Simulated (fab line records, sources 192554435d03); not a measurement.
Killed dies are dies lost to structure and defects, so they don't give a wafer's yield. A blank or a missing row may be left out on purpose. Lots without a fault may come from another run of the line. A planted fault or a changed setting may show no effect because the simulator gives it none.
Chamber matching | flow n5_finfet | N5_BEOL_M1_STRIP_19 on rie_diel-01: 4 sister chambers
The step strips in O2. 20 wafers are shown with their chamber, then 10 later ones without.

WAFERS WITH THEIR CHAMBER
wafer  | chamber | throttle_valve_pct (%) | showerhead_plenum_p_Torr (Torr) | oes_product_au (a.u.)
L076.1 | 2       | 16.79                  | 2.12                            | 0.79
L076.4 | 2       | 16.79                  | 2.12                            | 0.80
L076.6 | 1       | 16.40                  | 1.99                            | 0.76
L083.1 | 1       | 16.41                  | 1.98                            | 0.74
L083.2 | 3       | 16.70                  | 2.03                            | 0.75
L083.4 | 2       | 16.81                  | 2.11                            | 0.78
L086.1 | 1       | 16.43                  | 1.98                            | 0.75
L086.2 | 3       | 16.73                  | 2.03                            | 0.75
L086.4 | 0       | 16.26                  | 2.06                            | 0.96
L087.2 | 3       | 16.71                  | 2.03                            | 0.76
L087.4 | 1       | 16.46                  | 1.98                            | 0.74
L087.6 | 1       | 16.42                  | 1.98                            | 0.75
L088.1 | 1       | 16.44                  | 1.98                            | 0.74
L088.3 | 2       | 16.83                  | 2.11                            | 0.77
L088.4 | 3       | 16.72                  | 2.03                            | 0.75
L090.2 | 1       | 16.45                  | 1.98                            | 0.74
L090.4 | 0       | 16.26                  | 2.05                            | 0.94
L090.5 | 2       | 16.84                  | 2.11                            | 0.78
L091.1 | 1       | 16.45                  | 1.98                            | 0.74
L091.4 | 2       | 16.84                  | 2.11                            | 0.77

SIGNATURES (means of the wafers above)
reading                  | chamber 0 | chamber 1 | chamber 2 | chamber 3 | scatter within a chamber
throttle_valve_pct       | 16.2600   | 16.4325   | 16.8167   | 16.7150   | 0.02
showerhead_plenum_p_Torr | 2.0550    | 1.9812    | 2.1133    | 2.0300    | 0.00411
oes_product_au           | 0.9500    | 0.7450    | 0.7817    | 0.7525    | 0.00921
Rule: a wafer's distance from a chamber is the root of the sum, over the readings, of the square of ((its reading less the chamber's mean) divided by the reading's scatter). The wafer belongs to the nearest chamber; if the next one is less than 2 further off, it can't be placed. The scatter: the root of (the sum of the squares of (reading less its chamber's mean) over the shown wafers, divided by (wafers less chambers)).

WAFERS WITHOUT THEIR CHAMBER
wafer  | throttle_valve_pct (%) | showerhead_plenum_p_Torr (Torr) | oes_product_au (a.u.)
L091.6 | 16.47                  | 1.98                            | 0.73
L094.1 | 16.29                  | 2.05                            | 0.91
L094.2 | 16.73                  | 2.02                            | 0.75
L094.5 | 16.46                  | 1.98                            | 0.73
L095.2 | 16.87                  | 2.10                            | 0.76
L095.3 | 16.46                  | 1.98                            | 0.73
L095.4 | 16.73                  | 2.02                            | 0.74
L097.2 | 16.73                  | 2.02                            | 0.74
L097.3 | 16.48                  | 1.97                            | 0.73
L097.4 | 16.31                  | 2.05                            | 0.91

WHICH CHAMBER EACH WENT THROUGH
wafer  | from the rows above | in truth
L091.6 | 1                   | 1
L094.1 | 0                   | 0
L094.2 | 3                   | 3
L094.5 | 1                   | 1
L095.2 | 2                   | 2
L095.3 | 1                   | 1
L095.4 | 3                   | 3
L097.2 | 3                   | 3
L097.3 | 1                   | 1
L097.4 | 0                   | 0
Placed correctly: 10 of 10. Can't be placed from these rows: 0. Placed wrongly: 0.
